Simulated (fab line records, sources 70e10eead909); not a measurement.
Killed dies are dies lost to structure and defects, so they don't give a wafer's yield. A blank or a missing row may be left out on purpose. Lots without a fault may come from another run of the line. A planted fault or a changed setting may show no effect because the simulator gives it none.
Chamber matching | flow nand_harc | NHARC_P_STI_ETCH_15 on rie_si-02: 4 sister chambers
The step etches the open film in HBr/Cl2, target depth 300 nm, time 100.1 s. 27 wafers are shown with their chamber, then 12 later ones without.

WAFERS WITH THEIR CHAMBER
wafer  | chamber | drypump_motor_current_A (A) | oes_product_au (a.u.) | throttle_valve_pct (%)
L074.2 | 1       | 6.5                         | 1.015                 | 26.403
L074.3 | 3       | 5.5                         | 1.003                 | 26.401
L074.5 | 2       | 6.2                         | 0.998                 | 26.404
L077.2 | 0       | 4.7                         | 1.004                 | 26.405
L077.3 | 1       | 6.6                         | 1.009                 | 26.400
L077.4 | 3       | 5.5                         | 0.995                 | 26.412
L078.1 | 2       | 6.2                         | 1.013                 | 26.412
L078.2 | 3       | 5.5                         | 1.007                 | 26.401
L078.3 | 0       | 4.8                         | 1.015                 | 26.388
L082.2 | 1       | 6.5                         | 0.989                 | 26.413
L082.3 | 3       | 5.5                         | 0.994                 | 26.420
L082.5 | 2       | 6.2                         | 1.005                 | 26.406
L084.1 | 0       | 4.8                         | 0.999                 | 26.397
L084.2 | 2       | 6.2                         | 0.998                 | 26.403
L084.6 | 0       | 4.8                         | 1.013                 | 26.400
L085.2 | 0       | 4.8                         | 0.996                 | 26.420
L085.3 | 1       | 6.5                         | 1.002                 | 26.412
L085.5 | 1       | 6.5                         | 1.002                 | 26.414
L087.2 | 3       | 5.5                         | 0.989                 | 26.415
L087.3 | 0       | 4.8                         | 0.998                 | 26.411
L087.5 | 2       | 6.2                         | 1.001                 | 26.398
L088.4 | 3       | 5.6                         | 1.003                 | 26.400
L088.5 | 3       | 5.5                         | 0.987                 | 26.406
L088.6 | 2       | 6.2                         | 0.998                 | 26.396
L090.1 | 3       | 5.5                         | 1.003                 | 26.412
L090.5 | 2       | 6.2                         | 1.003                 | 26.413
L090.6 | 3       | 5.5                         | 0.992                 | 26.412

SIGNATURES (means of the wafers above)
reading                 | chamber 0 | chamber 1 | chamber 2 | chamber 3 | scatter within a chamber
drypump_motor_current_A | 4.783     | 6.520     | 6.200     | 5.511     | 0.0331
oes_product_au          | 1.00417   | 1.00340   | 1.00229   | 0.99700   | 0.0075
throttle_valve_pct      | 26.40350  | 26.40840  | 26.40457  | 26.40878  | 0.00791
Rule: a wafer's distance from a chamber is the root of the sum, over the readings, of the square of ((its reading less the chamber's mean) divided by the reading's scatter). The wafer belongs to the nearest chamber; if the next one is less than 2 further off, it can't be placed. The scatter: the root of (the sum of the squares of (reading less its chamber's mean) over the shown wafers, divided by (wafers less chambers)).

WAFERS WITHOUT THEIR CHAMBER
wafer  | drypump_motor_current_A (A) | oes_product_au (a.u.) | throttle_valve_pct (%)
L092.1 | 6.5                         | 1.011                 | 26.396
L092.2 | 5.5                         | 0.999                 | 26.405
L092.4 | 4.8                         | 1.000                 | 26.401
L093.3 | 6.6                         | 0.994                 | 26.410
L093.5 | 6.6                         | 1.005                 | 26.414
L093.6 | 6.2                         | 0.993                 | 26.395
L094.2 | 6.2                         | 1.001                 | 26.413
L094.3 | 6.5                         | 1.003                 | 26.398
L094.6 | 4.8                         | 1.002                 | 26.418
L096.2 | 6.5                         | 0.996                 | 26.410
L096.3 | 5.5                         | 0.994                 | 26.400
L096.6 | 5.5                         | 0.991                 | 26.391

WHICH CHAMBER EACH WENT THROUGH
wafer  | from the rows above | in truth
L092.1 | 1                   | 1
L092.2 | 3                   | 3
L092.4 | 0                   | 0
L093.3 | 1                   | 1
L093.5 | 1                   | 1
L093.6 | 2                   | 2
L094.2 | 2                   | 2
L094.3 | 1                   | 1
L094.6 | 0                   | 0
L096.2 | 1                   | 1
L096.3 | 3                   | 3
L096.6 | 3                   | 3
Placed correctly: 12 of 12. Can't be placed from these rows: 0. Placed wrongly: 0.
